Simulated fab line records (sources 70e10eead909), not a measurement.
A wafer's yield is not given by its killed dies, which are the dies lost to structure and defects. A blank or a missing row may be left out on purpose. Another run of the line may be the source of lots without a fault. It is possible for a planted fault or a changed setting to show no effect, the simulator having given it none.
Problem report in the 8D (eight disciplines) form, filled by code | flow nand_harc | the parts of the form that need people (team, actions taken, sign-off) are left out

1. THE ISSUE
At NHARC_A_CHANNEL_HOLE_D1_CD_MEAS_10, cd_nm averages 123.1 nm over 6 wafers from 2 lots, while fault-free wafers read 99.8 nm, standard deviation 0.61. That is +38 standard deviations from the usual mean.
The step: target cd 100 nm.
The first sign was on wafer L240.1 at day 10 22:28, on cd_sem-03. At this step, 33 wafers from 11 lots have a number in the record. Rule for "out" (also "out of limits"): further than 4 standard deviations from the usual mean. The other wafers with a number count as sound.

2. WHAT IT IS AND WHAT IT IS NOT
question                    | is                     | is not
which readings at this step | cd_nm                  | -
which lots                  | L240, L241             | L230, L231, L232, L235, L246, L247, L250, L251, L252
which wafers of those lots  | all that have a number | -
read on which gauges        | cd_sem-03              | cd_sem-01, cd_sem-02
when                        | from day 10 22:28      | up to then (12 sound wafers); but 15 sound wafers of L246, L247, L250, L251, L252 came after

3. THE SUSPECTS, EACH WITH WHAT RULES IT OUT
Counting: a tool at a process step up to the reading stays a suspect if it ran every lot that is out and no sound lot after the first of them.
- the gauge at NHARC_A_CHANNEL_HOLE_D1_CD_MEAS_10 is ruled out. All the wafers that are out were read on cd_sem-03, but those of them that NHARC_A_CHANNEL_HOLE_D1_PEB_08 has rows for are out there too, on other tools.
- litho_track-06 at NHARC_A_CHANNEL_HOLE_D1_PEB_08 (peb time 65 s): kept. All lots that are out passed through it, beginning with L240 at day 10 22:23, and no sound lot followed; its final sound lot before that point was L235 at day 9 11:34. Out on those wafers are its own readings of heater_power_total_W, plate_temp_C.
Remaining after the count: litho_track-06 at NHARC_A_CHANNEL_HOLE_D1_PEB_08.

4. THE CAUSE (what the simulator had put in)
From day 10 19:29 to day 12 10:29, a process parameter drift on litho_track-06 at NHARC_A_CHANNEL_HOLE_D1_PEB_08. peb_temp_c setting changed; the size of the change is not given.
This tool alone remained once counting was done.

5. THE EFFECT CHAIN, in route order
Each row: a reading where the mean over the struck wafers with a number is more than 3 standard deviations away from the usual. Only readings whose record carries a usual standard deviation are examined. hours: median over the lots of the time between each lot's start at the first step of this table that gives one and its start at this step. sigmas: the change, counted in usual standard deviations.
hours | step                               | reading              | usual   | on struck wafers | change | sigmas
0     | NHARC_A_CHANNEL_HOLE_D1_PEB_08     | heater_power_total_W | 156.6 W | 182.5            | +25.9  | +60
0     | NHARC_A_CHANNEL_HOLE_D1_PEB_08     | plate_temp_C         | 99.99 C | 111.84           | +11.85 | +91
0     | NHARC_A_CHANNEL_HOLE_D1_CD_MEAS_10 | cd_nm                | 99.8 nm | 123.1            | +23.3  | +38
8     | NHARC_A_CHANNEL_HOLE_D1_CD_MEAS_30 | cd_nm                | 90.5 nm | 114.0            | +23.5  | +16
9     | NHARC_A_CHANNEL_HOLE_D1_XSEM_31    | bot_cd_nm            | 75.0 nm | 98.4             | +23.4  | +16
332   | NHARC_END_SORT_01                  | killed_at_array      | 27      | 511              | +484   | +40
332   | NHARC_END_SORT_01                  | killed_dies          | 31      | 517              | +486   | +40
Its process steps:
- NHARC_A_CHANNEL_HOLE_D1_PEB_08: peb time 65 s.
- NHARC_A_CHANNEL_HOLE_D1_XSEM_31

6. WHAT WOULD HAVE CAUGHT IT SOONER
In this record the first reading out of limits at a measuring or inspecting step was taken at day 10 22:28, 3 hours after the fault began at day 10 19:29.
At NHARC_A_CHANNEL_HOLE_D1_PEB_08, the tool's own readings (heater_power_total_W, plate_temp_C) were out on each struck wafer the step has a row for, so an alarm limit on them would have fired on the first such wafer.
Of the lots that are out (2), L241 began NHARC_A_CHANNEL_HOLE_D1_PEB_08 on litho_track-06 after day 10 22:28. A tool hold placed at that time would have kept it from harm.
